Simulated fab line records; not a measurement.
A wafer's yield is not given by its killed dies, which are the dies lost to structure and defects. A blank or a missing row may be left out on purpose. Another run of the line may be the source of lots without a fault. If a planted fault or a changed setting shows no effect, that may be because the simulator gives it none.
fab line records	flow nandHarc
[record] lots = 24	wafers = 72	lastDay = 33
route steps=1302 shown A_CONTACT@1001
lots untouched by any fault: they come from a run of this same line in which no faults occurred
startH: hours from the record's opening day to when the first of the lot's shown wafers began	waitH: hours from the lot's prior step to this one	" the same as in the row above	L1.1+2: a single row standing in for several wafers	- no value, or no start was given	* or withheld: withheld	< > ~ a bound
route shown NAME@n: names a module that has steps shown in the file, with the first one's number in the route	usual: mean and standard deviation over wafers with no fault	same: alike in all rows	chamber/n: place in a boat	sites: the reading at each site	_std_site: standard deviation of those values	_edge_site: outer sites' mean less inner sites'	radiusMm: for every site, how far away it sits from the centre of the wafer	mask NAME#n: copy n	behind: the last tool/chamber to shape the wafer	hold: why the lot was held/for how many hours/how that ended	device: transistor that didn't switch, given as n, p or np	end of line: the route-end tests of the same wafers	a step without rows: its recipe alone	killed: at the first sort, the dies lost to defects and structure; wafer yield is something else	map: per-die view of a wafer (x killed, . not killed, _ where there is no die)
set.NAME: the setting as run; set.NAME@STEP: as run at that earlier step	model.NAME: the simulator's own value behind a step, which no gauge read
route steps across a sampled set of lots; one table per step, one row per wafer
services: from which hour (startH, from the record's first day; less than 0 if before it) a tool's chamber was out of use, for how many hours, and why
[[steps]]
[step NHARC_A_CONTACT_ETCH_48]
[recipe] targetDepthA = 390	overEtchFrac = 0.3	timeS = 65	ionEnergyEv = 80	cf4FlowSccm = 150	arFlowSccm = 0	rfW = 300	biasW = 100	chemistry = CF4
[usual] biasW = 99.97/0.29	drypumpMotorCurrentA = 5.8/0.3	oesProductAu = 1.002/0.014	rfVppV = 151.5/1.1	showerheadPlenumPTorr = 1.79/0.061	throttleValvePct = 13.284/0.0084
lot.wafer	tool	chamber	startH	waitH	biasW	drypumpMotorCurrentA	oesProductAu	rfHoursCounterH	rfVppV	showerheadPlenumPTorr	throttleValvePct
L074.3	rieDiel-05	1	498.94	0.1	99.93	6.0	0.979	14	151.4	1.79	13.284
L074.4	"	2	"	"	100.04	6.1	1.006	16	151.7	1.69	13.278
L074.5	"	1	"	"	100.07	6.0	0.992	-	150.0	1.79	13.276
L075.3	rieDiel-10	2	504.62	0.1	99.77	5.4	1.026	19	152.7	1.90	13.279
L075.4	"	0	"	"	99.87	5.4	0.997	23	152.3	1.89	13.293
L075.6	"	1	"	"	99.88	5.7	1.020	-	152.7	1.77	13.290
L076.1	rieDiel-05	1	513.09	0.1	99.52	6.0	0.972	16	151.2	1.79	13.293
L076.2	"	3	"	"	99.90	5.7	1.010	17	152.2	1.84	13.301
L076.5	"	1	"	"	99.85	6.0	0.979	-	151.2	1.79	13.283
L078.3	rieDiel-01	3	525.17	0.1	100.23	5.7	0.997	48	153.3	1.87	13.292
L078.1	"	1	"	"	100.09	6.1	1.006	42	149.7	1.73	13.290
L078.6	"	3	"	"	100.60	5.6	1.013	-	153.2	1.87	13.276
L077.3	rieDiel-10	2	525.34	0.1	99.59	5.4	1.019	24	151.7	1.90	13.298
L077.4	"	3	"	"	100.07	6.0	0.990	27	151.8	1.81	13.278
L077.2	"	0	"	"	100.29	5.4	1.013	30	150.1	1.88	13.285
L080.1	rieDiel-01	1	545.94	0.1	100.00	6.1	1.002	50	152.1	1.73	13.292
L080.4	"	2	"	"	100.43	5.9	0.994	58	152.6	1.88	13.289
L080.2	"	0	"	"	99.77	4.8	1.009	49	151.9	1.76	13.279
L079.1	rieDiel-05	0	550.88	0.1	100.02	5.7	1.006	24	151.0	1.78	13.273
L079.3	"	1	"	"	100.25	6.0	0.987	24	151.0	1.79	13.289
L079.4	"	3	"	"	99.74	5.7	1.020	24	151.8	1.83	13.278
L081.2	rieDiel-10	2	562.62	0.1	100.06	5.4	1.022	37	153.2	1.90	13.284
L081.3	"	1	"	"	99.87	5.7	1.026	33	151.5	1.77	13.293
L081.6	"	2	"	"	99.87	5.4	1.016	-	152.2	1.90	13.289
L082.2	rieDiel-05	0	573.78	0.1	100.05	5.7	1.015	27	151.5	1.78	13.286
L082.3	"	3	"	"	100.16	5.7	1.022	28	152.1	1.83	13.289
L082.5	"	0	"	"	99.54	5.7	1.009	-	150.8	1.78	13.286
L083.3	rieDiel-10	2	574.56	0.2	99.88	5.4	1.020	42	152.3	1.90	13.292
L083.4	"	1	"	"	99.61	5.7	1.031	39	150.2	1.76	13.261
L083.6	"	3	"	"	100.02	5.9	1.001	-	152.6	1.81	13.289
L084.2	rieDiel-01	1	590.42	0.1	100.23	6.1	1.016	8	149.8	1.73	13.290
L084.3	"	0	"	"	99.66	4.7	1.000	9	152.0	1.76	13.288
L084.5	"	2	"	"	99.97	5.9	0.989	-	153.0	1.87	13.285
L085.2	rieDiel-01	1	593.15	0.1	99.81	6.1	1.021	10	150.6	1.73	13.283
L085.5	"	0	"	"	99.96	4.7	1.007	-	152.8	1.76	13.284
L085.6	"	1	"	"	99.71	6.1	1.013	-	151.8	1.73	13.287
L086.2	rieDiel-05	0	604.75	0.1	100.06	5.7	1.000	3	151.7	1.78	13.290
L086.1	"	2	"	"	100.00	6.1	1.018	2	151.5	1.69	13.296
L086.6	"	0	"	"	99.64	5.7	0.989	-	152.9	1.78	13.297
L087.1	rieDiel-05	2	606.25	1.0	100.29	6.1	1.019	3	150.5	1.69	13.276
L087.4	"	0	"	"	100.33	5.7	1.009	4	151.0	1.78	13.283
L087.5	"	3	"	"	100.02	5.7	0.995	-	152.2	1.83	13.277
L088.3	rieDiel-05	2	627.68	0.1	99.78	6.1	1.017	7	151.1	1.69	13.279
L088.2	"	3	"	"	99.97	5.7	1.001	8	149.9	1.83	13.276
L088.6	"	3	"	"	99.63	5.7	0.994	-	151.2	1.83	13.308
L089.4	rieDiel-01	0	628.08	0.1	99.94	4.8	1.004	22	150.6	1.75	13.281
L089.5	"	2	"	"	100.34	5.9	0.989	-	151.3	1.87	13.286
L089.6	"	3	"	"	99.93	5.6	1.001	-	151.7	1.86	13.270
L090.1	rieDiel-05	2	649.37	0.1	99.79	6.0	1.000	10	150.5	1.69	13.279
L090.3	"	0	"	"	99.37	5.7	1.010	13	151.0	1.77	13.289
L090.5	"	3	"	"	100.29	5.7	0.973	-	152.2	1.83	13.294
L091.1	rieDiel-05	1	652.52	0.1	99.94	6.0	0.993	15	151.0	1.79	13.280
L091.6	"	0	"	"	100.07	5.7	1.009	-	151.4	1.77	13.281
L091.5	"	1	"	"	99.76	6.0	0.979	-	151.6	1.79	13.282
L092.2	rieDiel-05	0	678.92	0.1	100.25	5.7	0.995	20	151.2	1.77	13.284
L092.5	"	2	"	"	99.55	6.1	1.013	-	151.9	1.68	13.284
L092.6	"	3	"	"	99.79	5.7	0.988	-	152.9	1.83	13.306
L093.1	rieDiel-05	3	681.59	0.1	100.37	5.7	0.982	18	152.4	1.83	13.268
L093.2	"	0	"	"	99.62	5.7	1.000	21	151.6	1.77	13.275
L093.5	"	2	"	"	100.41	6.1	1.009	-	151.2	1.68	13.293
L094.2	rieDiel-05	1	698.55	0.1	100.00	6.0	0.980	21	151.6	1.78	13.280
L094.6	"	0	"	"	99.81	5.7	0.997	-	151.3	1.77	13.279
L094.5	"	1	"	"	100.13	6.0	0.978	-	152.4	1.78	13.259
L095.1	rieDiel-05	0	699.07	0.1	99.61	5.7	1.002	25	150.2	1.77	13.296
L095.2	"	1	"	"	99.55	6.0	0.982	21	150.4	1.78	13.295
L095.4	"	2	"	"	100.10	6.1	1.022	21	149.5	1.68	13.285
L096.4	rieDiel-01	1	710.56	0.1	100.52	6.1	1.021	49	151.4	1.72	13.288
L096.2	"	0	"	"	100.36	4.7	1.002	49	152.3	1.74	13.282
L096.6	"	2	"	"	100.29	5.9	0.992	-	152.0	1.86	13.273
L097.3	rieDiel-05	1	716.79	0.1	100.17	6.0	0.975	24	151.9	1.78	13.277
L097.4	"	3	"	"	99.64	5.7	0.987	27	151.2	1.82	13.285
L097.5	"	1	"	"	100.36	6.0	0.974	-	152.3	1.78	13.280
[step NHARC_A_CONTACT_ETCH_119]
[recipe] sourceW = withheld	pressureMtorr = 20	biasV = 3000	timeS = 190	targetDepthA = 18500	arFlowSccm = withheld	c4f8FlowSccm = withheld	o2FlowSccm = withheld	chemistry = C4F8/O2/Ar
lot.wafer	tool	chamber	startH	waitH	rfHoursCounterH
L074.4	harCapEtch-03	0	502.59	0.2	-
L074.3	"	1	"	"	-
L074.5	"	0	"	"	-
L075.4	harCapEtch-02	1	507.80	0.1	-
L075.3	"	0	"	"	-
L075.6	"	0	"	"	-
L076.2	harCapEtch-01	1	516.71	0.1	1
L076.1	"	0	"	"	1
L076.5	"	0	"	"	-
L078.1	harCapEtch-03	0	528.33	0.1	47
L078.3	"	1	"	"	-
L078.6	"	1	"	"	-
L077.2	harCapEtch-01	1	528.75	0.1	5
L077.4	"	0	"	"	-
L077.3	"	1	"	"	-
L080.1	harCapEtch-01	1	549.82	0.1	9
L080.2	"	0	"	"	9
L080.4	"	1	"	"	-
L079.1	harCapEtch-02	0	554.04	0.1	92
L079.4	"	1	"	"	-
L079.3	"	0	"	"	-
L081.2	harCapEtch-01	1	565.77	0.1	12
L081.3	"	0	"	"	-
L081.6	"	0	"	"	-
L082.2	harCapEtch-01	0	577.01	0.1	14
L082.3	"	0	"	"	-
L082.5	"	1	"	"	-
L083.3	harCapEtch-02	1	577.75	0.1	-
L083.4	"	0	"	"	-
L083.6	"	1	"	"	-
L084.2	harCapEtch-01	1	593.58	0.1	18
L084.3	"	0	"	"	-
L084.5	"	1	"	"	-
L085.2	harCapEtch-02	1	596.45	0.1	100
L085.6	"	0	"	"	-
L085.5	"	1	"	"	-
L086.1	harCapEtch-02	0	608.10	0.1	102
L086.2	"	1	"	"	102
L086.6	"	0	"	"	-
L087.1	harCapEtch-03	0	609.85	0.1	63
L087.4	"	1	"	"	-
L087.5	"	0	"	"	-
L088.2	harCapEtch-01	1	630.83	0.1	25
L088.3	"	1	"	"	-
L088.6	"	0	"	"	-
L089.4	harCapEtch-02	1	631.28	0.1	-
L089.6	"	0	"	"	-
L089.5	"	1	"	"	-
L090.1	harCapEtch-01	1	652.52	0.1	29
L090.3	"	1	"	"	-
L090.5	"	1	"	"	-
L091.1	harCapEtch-03	1	655.71	0.1	71
L091.6	"	0	"	"	-
L091.5	"	1	"	"	-
L092.2	harCapEtch-02	0	682.05	0.1	115
L092.6	"	0	"	"	-
L092.5	"	1	"	"	-
L093.2	harCapEtch-03	0	684.72	0.1	75
L093.1	"	1	"	"	75
L093.5	"	0	"	"	-
L094.2	harCapEtch-03	0	701.75	0.1	77
L094.6	"	1	"	"	-
L094.5	"	0	"	"	-
L095.2	harCapEtch-01	0	702.93	0.1	36
L095.1	"	1	"	"	36
L095.4	"	0	"	"	-
L096.2	harCapEtch-01	1	713.69	0.1	38
L096.4	"	1	"	"	-
L096.6	"	1	"	"	-
L097.3	harCapEtch-02	0	719.98	0.1	-
L097.4	"	1	"	"	-
L097.5	"	1	"	"	-
[step NHARC_A_CONTACT_CD_MEAS_69]
[recipe] targetCdNm = 300	landingEnergyEv = 500
[usual] cdNm = 300.2/0.68
lot.wafer	tool	chamber	startH	waitH	cdNm
L074.3	cdSem-03	0	511.55	-	300.1
L074.4	"	0	"	"	299.5
L074.5	"	0	"	"	302.2
L075.3	cdSem-03	0	514.85	-	300.6
L075.4	"	0	"	"	299.6
L075.6	"	0	"	"	299.5
L076.1	cdSem-01	0	523.53	-	299.1
L076.2	"	0	"	"	299.9
L076.5	"	0	"	"	300.2
L078.1	cdSem-01	0	534.96	-	301.0
L078.3	"	0	"	"	299.5
L078.6	"	0	"	"	299.9
L077.2	cdSem-01	0	536.98	-	300.7
L077.3	"	0	"	"	299.9
L077.4	"	0	"	"	300.6
L080.1	cdSem-01	0	559.81	-	301.0
L080.2	"	0	"	"	300.6
L080.4	"	0	"	"	299.0
L079.1	cdSem-03	0	563.69	-	300.9
L079.3	"	0	"	"	300.3
L079.4	"	0	"	"	300.4
L081.2	cdSem-01	0	574.01	-	299.7
L081.3	"	0	"	"	300.5
L081.6	"	0	"	"	300.0
L082.2	cdSem-02	0	583.65	-	300.8
L082.3	"	0	"	"	299.7
L082.5	"	0	"	"	299.6
L083.3	cdSem-02	0	584.97	-	300.8
L083.4	"	0	"	"	300.0
L083.6	"	0	"	"	300.3
L084.2	cdSem-01	0	600.24	-	301.0
L084.3	"	0	"	"	300.3
L084.5	"	0	"	"	300.5
L085.2	cdSem-01	0	604.82	-	299.9
L085.5	"	0	"	"	299.2
L085.6	"	0	"	"	299.5
L086.1	cdSem-01	0	619.12	-	300.4
L086.2	"	0	"	"	300.4
L086.6	"	0	"	"	300.3
L087.1	cdSem-02	0	620.72	-	300.2
L087.4	"	0	"	"	299.9
L087.5	"	0	"	"	299.4
L088.2	cdSem-02	0	639.66	-	301.6
L088.3	"	0	"	"	300.6
L088.6	"	0	"	"	300.3
L089.4	cdSem-02	0	639.92	-	300.8
L089.5	"	0	"	"	299.5
L089.6	"	0	"	"	300.2
L090.1	cdSem-01	0	660.08	-	300.0
L090.3	"	0	"	"	299.7
L090.5	"	0	"	"	299.3
L091.1	cdSem-02	0	663.81	-	300.4
L091.5	"	0	"	"	299.9
L091.6	"	0	"	"	299.6
L092.2	cdSem-01	0	691.66	-	299.8
L092.5	"	0	"	"	300.1
L092.6	"	0	"	"	300.1
L093.1	cdSem-02	0	691.81	-	299.5
L093.2	"	0	"	"	299.0
L093.5	"	0	"	"	299.9
L094.2	cdSem-03	0	708.47	-	300.5
L094.5	"	0	"	"	300.0
L094.6	"	0	"	"	301.3
L095.1	cdSem-03	0	711.39	-	301.0
L095.2	"	0	"	"	301.5
L095.4	"	0	"	"	301.1
L096.2	cdSem-02	0	721.28	-	298.9
L096.4	"	0	"	"	300.8
L096.6	"	0	"	"	299.3
L097.3	cdSem-01	0	727.36	-	300.6
L097.4	"	0	"	"	300.5
L097.5	"	0	"	"	299.6
[step NHARC_A_CONTACT_ETCH_128]
[recipe] sourceW = withheld	pressureMtorr = 20	biasV = 3000	timeS = 197	targetDepthA = 19180	arFlowSccm = withheld	c4f8FlowSccm = withheld	o2FlowSccm = withheld	chemistry = C4F8/O2/Ar
lot.wafer	tool	chamber	startH	waitH	rfHoursCounterH
L074.3	harCapEtch-03	1	514.43	0.1	-
L074.4	"	0	"	"	-
L074.5	"	0	"	"	-
L075.4	harCapEtch-02	1	517.36	0.1	-
L075.3	"	0	"	"	-
L075.6	"	1	"	"	-
L076.1	harCapEtch-01	1	526.00	0.2	3
L076.2	"	0	"	"	3
L076.5	"	0	"	"	-
L078.1	harCapEtch-03	0	537.44	0.1	48
L078.3	"	1	"	"	-
L078.6	"	0	"	"	-
L077.2	harCapEtch-01	1	539.69	0.2	7
L077.4	"	1	"	"	-
L077.3	"	0	"	"	-
L080.1	harCapEtch-03	1	562.30	0.1	51
L080.2	"	0	"	"	51
L080.4	"	0	"	"	-
L079.1	harCapEtch-02	0	566.15	0.1	94
L079.3	"	0	"	"	-
L079.4	"	1	"	"	-
L081.2	harCapEtch-03	1	578.87	0.1	56
L081.3	"	1	"	"	-
L081.6	"	1	"	"	-
L082.2	harCapEtch-01	0	586.20	0.1	16
L082.3	"	1	"	"	-
L082.5	"	0	"	"	-
L083.3	harCapEtch-03	1	587.77	0.1	-
L083.4	"	0	"	"	-
L083.6	"	0	"	"	-
L084.2	harCapEtch-03	0	602.73	0.1	61
L084.3	"	0	"	"	-
L084.5	"	0	"	"	-
L085.2	harCapEtch-01	0	608.23	0.1	21
L085.5	"	0	"	"	-
L085.6	"	1	"	"	-
L086.2	harCapEtch-02	1	621.59	0.1	105
L086.1	"	0	"	"	105
L086.6	"	0	"	"	-
L087.1	harCapEtch-03	1	623.19	0.1	65
L087.4	"	1	"	"	-
L087.5	"	0	"	"	-
L088.2	harCapEtch-01	1	642.15	0.1	26
L088.3	"	0	"	"	-
L088.6	"	1	"	"	-
L089.4	harCapEtch-02	0	643.62	0.3	-
L089.6	"	0	"	"	-
L089.5	"	1	"	"	-
L090.1	harCapEtch-01	0	662.79	0.2	30
L090.3	"	1	"	"	-
L090.5	"	1	"	"	-
L091.1	harCapEtch-02	1	666.29	0.1	112
L091.5	"	0	"	"	-
L091.6	"	1	"	"	-
L092.2	harCapEtch-01	0	694.69	0.1	34
L092.5	"	0	"	"	-
L092.6	"	1	"	"	-
L093.1	harCapEtch-02	0	695.57	0.1	116
L093.2	"	1	"	"	116
L093.5	"	1	"	"	-
L094.2	harCapEtch-02	0	711.15	0.1	119
L094.5	"	0	"	"	-
L094.6	"	1	"	"	-
L095.2	harCapEtch-03	0	714.15	0.1	80
L095.1	"	1	"	"	80
L095.4	"	1	"	"	-
L096.2	harCapEtch-03	0	723.79	0.1	82
L096.4	"	0	"	"	-
L096.6	"	0	"	"	-
L097.4	harCapEtch-02	0	730.13	0.2	-
L097.3	"	1	"	"	-
L097.5	"	0	"	"	-
[step NHARC_A_CONTACT_ETCH_106]
[recipe] targetDepthA = 900	overetchA = 90	timeS = 49.5	ionEnergyEv = 100	cf4FlowSccm = 80	o2FlowSccm = 20	arFlowSccm = 0	rfW = 300	biasW = 100	chemistry = CF4/O2
[usual] biasW = 100.00/0.28	drypumpMotorCurrentA = 5.77/0.28	oes_o_777_au = 1.000/0.0052	oesProductAu = 0.999/0.015	rfVppV = 198.1/1.2	showerheadPlenumPTorr = 1.35/0.05	throttleValvePct = 13.398/0.0081
lot.wafer	tool	chamber	startH	waitH	biasW	drypumpMotorCurrentA	oes_o_777_au	oesProductAu	rfHoursCounterH	rfVppV	showerheadPlenumPTorr	throttleValvePct
L074.3	rieDiel-01	1	516.56	0.1	100.75	6.09	0.995	1.001	41	197.6	1.31	13.396
L074.4	"	2	"	"	100.08	5.85	1.002	0.999	46	199.5	1.42	13.398
L074.5	"	2	"	"	99.89	5.87	1.001	0.996	-	197.9	1.42	13.400
L075.3	rieDiel-05	1	519.48	0.1	99.73	6.01	0.998	0.968	18	197.9	1.36	13.407
L075.4	"	3	"	"	100.06	5.70	0.997	1.008	19	199.0	1.39	13.390
L075.6	"	2	"	"	100.09	6.10	0.997	1.006	-	197.5	1.27	13.413
L076.1	rieDiel-05	3	528.19	0.1	100.10	5.70	0.994	1.003	21	199.3	1.39	13.408
L076.2	"	1	"	"	99.91	5.98	0.993	0.981	20	199.4	1.35	13.410
L076.5	"	0	"	"	100.41	5.70	0.995	0.997	-	198.2	1.34	13.405
L078.3	rieDiel-05	2	539.67	0.1	99.83	6.09	1.001	1.002	22	195.9	1.27	13.408
L078.1	"	0	"	"	100.03	5.68	0.999	0.999	22	199.2	1.34	13.405
L078.6	"	2	"	"	99.50	6.11	1.002	1.002	-	196.2	1.27	13.409
L077.2	rieDiel-01	1	542.17	0.1	100.32	6.14	1.000	1.008	48	198.1	1.30	13.389
L077.4	"	2	"	"	100.27	5.87	0.997	0.988	57	198.3	1.42	13.384
L077.3	"	3	"	"	99.70	5.64	0.998	0.989	58	198.9	1.41	13.397
L080.2	rieDiel-10	0	564.48	0.1	100.18	5.43	0.999	1.015	41	198.1	1.42	13.398
L080.4	"	2	"	"	100.24	5.39	1.008	1.020	38	199.6	1.44	13.412
L080.1	"	3	"	"	100.24	5.97	0.994	0.993	42	199.7	1.37	13.396
L079.1	rieDiel-05	2	568.38	0.1	99.62	6.10	1.001	0.989	27	197.0	1.27	13.410
L079.3	"	0	"	"	100.23	5.69	1.000	1.007	27	198.2	1.34	13.396
L079.4	"	1	"	"	99.82	5.95	1.006	0.978	26	198.2	1.35	13.395
L081.3	rieDiel-05	2	581.05	0.1	99.53	6.11	1.003	1.019	30	197.3	1.27	13.384
L081.2	"	3	"	"	99.59	5.67	1.004	1.017	31	199.0	1.38	13.393
L081.6	"	1	"	"	100.00	5.99	0.998	0.978	-	198.1	1.35	13.398
L082.3	rieDiel-01	2	588.35	0.1	99.87	5.88	0.998	0.984	11	199.6	1.42	13.386
L082.2	"	1	"	"	99.58	6.05	0.999	1.013	8	198.0	1.30	13.393
L082.5	"	3	"	"	100.03	5.65	0.995	0.990	-	199.3	1.41	13.394
L083.3	rieDiel-10	0	589.89	0.1	100.03	5.43	1.004	1.015	52	199.0	1.42	13.413
L083.4	"	2	"	"	100.14	5.41	0.998	1.024	46	199.5	1.43	13.408
L083.6	"	1	"	"	99.66	5.72	0.995	1.025	-	198.2	1.33	13.402
L084.2	rieDiel-01	2	604.94	0.1	99.63	5.84	1.003	0.998	17	199.0	1.41	13.390
L084.3	"	1	"	"	99.83	6.08	0.998	1.024	15	198.1	1.30	13.402
L084.5	"	3	"	"	99.76	5.62	0.998	1.004	-	199.0	1.41	13.399
L085.2	rieDiel-10	0	610.43	0.1	100.00	5.45	1.003	0.991	0	199.6	1.42	13.407
L085.5	"	2	"	"	100.37	5.41	1.003	1.005	-	201.7	1.43	13.398
L085.6	"	3	"	"	100.45	5.93	1.006	0.966	-	197.5	1.36	13.397
L086.2	rieDiel-05	3	623.77	0.1	100.58	5.68	0.995	0.982	7	198.3	1.38	13.406
L086.1	"	1	"	"	100.09	5.96	0.997	0.964	8	197.0	1.35	13.402
L086.6	"	0	"	"	99.60	5.69	1.001	0.991	-	197.4	1.34	13.391
L087.1	rieDiel-05	1	625.42	0.1	99.67	5.95	1.002	0.974	8	198.3	1.35	13.392
L087.4	"	2	"	"	100.02	6.07	1.006	1.008	7	197.4	1.27	13.387
L087.5	"	2	"	"	99.77	6.03	0.998	1.008	-	195.4	1.27	13.400
L088.2	rieDiel-05	0	644.30	0.1	100.22	5.69	1.008	1.001	12	199.2	1.34	13.408
L088.3	"	3	"	"	99.61	5.69	1.010	0.980	10	199.3	1.38	13.388
L088.6	"	1	"	"	99.39	5.99	1.001	0.980	-	198.7	1.35	13.394
L089.4	rieDiel-10	3	647.01	0.1	100.01	5.92	1.000	0.972	11	198.8	1.36	13.396
L089.6	"	1	"	"	99.83	5.70	0.996	1.000	-	197.9	1.33	13.393
L089.5	"	2	"	"	99.96	5.42	0.999	1.002	-	199.0	1.43	13.396
L090.1	rieDiel-10	0	665.40	0.1	100.02	5.44	1.005	0.989	15	199.3	1.42	13.399
L090.3	"	1	"	"	100.36	5.75	0.997	1.001	15	199.0	1.33	13.394
L090.5	"	0	"	"	99.72	5.45	0.997	0.985	-	198.8	1.42	13.402
L091.1	rieDiel-01	1	668.46	0.1	99.65	6.04	0.993	1.021	36	195.6	1.30	13.393
L091.5	"	2	"	"	100.07	5.84	1.005	0.999	-	199.2	1.41	13.394
L091.6	"	3	"	"	99.75	5.66	1.003	1.009	-	199.6	1.40	13.390
L092.2	rieDiel-05	3	696.93	0.1	100.29	5.69	0.979	0.970	21	198.6	1.38	13.392
L092.5	"	0	"	"	100.07	5.70	0.998	0.994	-	198.2	1.34	13.391
L092.6	"	2	"	"	100.04	6.05	0.999	1.006	-	196.6	1.27	13.404
L093.1	rieDiel-05	2	697.84	0.1	100.37	6.10	0.993	1.015	20	196.9	1.27	13.387
L093.2	"	0	"	"	99.93	5.70	1.008	0.990	25	197.1	1.34	13.399
L093.5	"	2	"	"	100.31	6.07	1.002	1.006	-	195.4	1.27	13.403
L094.2	rieDiel-05	1	713.39	0.1	99.80	5.96	1.002	0.975	24	197.3	1.35	13.399
L094.5	"	2	"	"	100.04	6.04	1.002	1.018	-	196.1	1.27	13.406
L094.6	"	3	"	"	99.93	5.70	0.990	0.993	-	199.0	1.38	13.402
L095.2	rieDiel-05	0	716.33	0.1	100.12	5.72	1.000	1.006	30	198.4	1.33	13.389
L095.1	"	1	"	"	100.29	5.98	0.997	0.974	24	197.7	1.35	13.374
L095.4	"	3	"	"	100.12	5.71	0.989	0.984	27	199.2	1.38	13.402
L096.4	rieDiel-05	3	726.01	0.1	99.98	5.70	1.001	0.994	29	200.7	1.38	13.405
L096.2	"	1	"	"	99.77	5.97	1.004	0.991	27	197.5	1.35	13.394
L096.6	"	3	"	"	100.22	5.68	0.999	0.988	-	197.9	1.38	13.403
L097.3	rieDiel-05	3	732.67	0.1	99.80	5.69	1.005	1.000	31	196.9	1.38	13.404
L097.4	"	0	"	"	100.15	5.69	1.002	1.006	33	197.3	1.33	13.385
L097.5	"	1	"	"	100.14	6.01	0.997	0.996	-	197.4	1.35	13.405
[step NHARC_A_CONTACT_DEP_85]
[recipe] targetThkA = 600	targetThkNm = 60	tempC = 400	pressureTorr = 3.5	flowSccm = 200	rfW = 350	material = SiON
[usual] heaterPowerOuterW = 471/69	heaterPowerW = 768/99
lot.wafer	tool	chamber	startH	waitH	heaterPowerOuterW	heaterPowerW
L074.3	pecvd-04	2	519.03	0.9	560	941
L074.5	"	0	"	"	352	625
L074.4	"	1	"	"	260	507
L075.3	pecvd-03	0	524.48	0.9	464	793
L075.4	"	0	"	"	470	783
L075.6	"	2	"	"	556	897
L076.1	pecvd-02	0	530.69	1.5	511	760
L076.2	"	1	"	"	467	692
L076.5	"	0	"	"	495	778
L078.1	pecvd-02	0	542.09	1.5	524	797
L078.3	"	2	"	"	546	829
L078.6	"	2	"	"	539	817
L077.2	pecvd-03	2	544.57	1.2	460	754
L077.3	"	1	"	"	454	738
L077.4	"	0	"	"	450	761
L080.1	pecvd-03	0	570.06	1.5	429	714
L080.2	"	1	"	"	451	780
L080.4	"	1	"	"	456	751
L079.1	pecvd-03	2	574.47	1.4	556	898
L079.3	"	1	"	"	411	697
L079.4	"	0	"	"	468	758
L081.2	pecvd-03	1	584.95	1.3	457	783
L081.3	"	2	"	"	489	804
L081.6	"	0	"	"	501	807
L082.2	pecvd-04	0	593.11	1.2	377	653
L082.3	"	2	"	"	510	864
L082.5	"	0	"	"	387	643
L083.3	pecvd-03	2	594.88	0.9	543	876
L083.6	"	1	"	"	438	732
L083.4	"	2	"	"	553	855
L084.3	pecvd-02	1	607.42	0.9	438	630
L084.2	"	2	"	"	516	786
L084.5	"	0	"	"	492	744
L085.2	pecvd-04	2	617.00	1.2	559	950
L085.6	"	1	"	"	289	550
L085.5	"	2	"	"	576	931
L086.2	pecvd-03	0	627.90	1.2	402	677
L086.1	"	1	"	"	492	802
L086.6	"	0	"	"	412	705
L087.1	pecvd-03	1	628.73	1.5	469	803
L087.5	"	0	"	"	438	727
L087.4	"	1	"	"	465	764
L088.2	pecvd-04	2	646.69	1.2	526	878
L088.3	"	0	"	"	378	653
L088.6	"	1	"	"	352	634
L089.5	pecvd-03	1	650.20	0.4	495	824
L089.6	"	2	"	"	535	865
L089.4	"	0	"	"	478	799
L090.3	pecvd-03	2	668.44	0.9	520	828
L090.1	"	1	"	"	492	798
L090.5	"	2	"	"	531	839
L091.1	pecvd-03	1	673.70	1.5	480	768
L091.5	"	1	"	"	478	818
L091.6	"	2	"	"	562	929
L092.2	pecvd-04	2	699.41	1.2	545	931
L092.5	"	1	"	"	359	658
L092.6	"	2	"	"	544	921
L093.1	pecvd-03	2	700.25	1.5	554	888
L093.2	"	0	"	"	496	817
L093.5	"	2	"	"	556	912
L094.2	pecvd-03	1	717.51	1.2	430	735
L094.6	"	1	"	"	438	743
L094.5	"	2	"	"	479	761
L095.2	pecvd-04	2	720.51	1.2	585	975
L095.1	"	0	"	"	396	668
L095.4	"	0	"	"	389	671
L096.2	pecvd-02	1	728.42	1.2	450	656
L096.4	"	1	"	"	451	636
L096.6	"	2	"	"	505	797
L097.3	pecvd-02	2	736.03	0.9	578	880
L097.4	"	1	"	"	371	569
L097.5	"	0	"	"	475	740
[[services]]
tool	chamber	startH	hours	kind
harCapEtch-03	-	483.25	0.6	repair
harCapEtch-03	-	488.67	0.7	repair
pecvd-03	2	496.17	17.6	repair
harCapEtch-01	-	497.00	17.0	pm
rieDiel-10	0	498.78	5.2	repair
rieDiel-05	2	503.05	1.7	repair
rieDiel-10	0	539.17	2.1	repair
pecvd-03	-	547.46	13.0	pm
rieDiel-01	-	557.96	9.0	pm
pecvd-04	0	579.85	11.2	repair
rieDiel-05	-	584.22	9.0	pm
rieDiel-10	0	593.91	3.1	repair
rieDiel-10	-	599.96	9.0	pm
rieDiel-10	3	622.77	5.5	repair
rieDiel-01	3	636.36	2.6	repair
rieDiel-05	0	641.73	1.7	repair
rieDiel-01	3	676.46	1.4	repair
rieDiel-05	1	684.98	12.2	repair
rieDiel-10	0	710.45	4.6	repair
pecvd-03	0	716.19	5.2	repair
rieDiel-10	0	723.49	2.4	repair
rieDiel-01	-	724.20	8.3	repair
pecvd-03	-	728.51	13.0	pm
rieDiel-01	-	734.96	9.0	pm
[[key]]
fault none
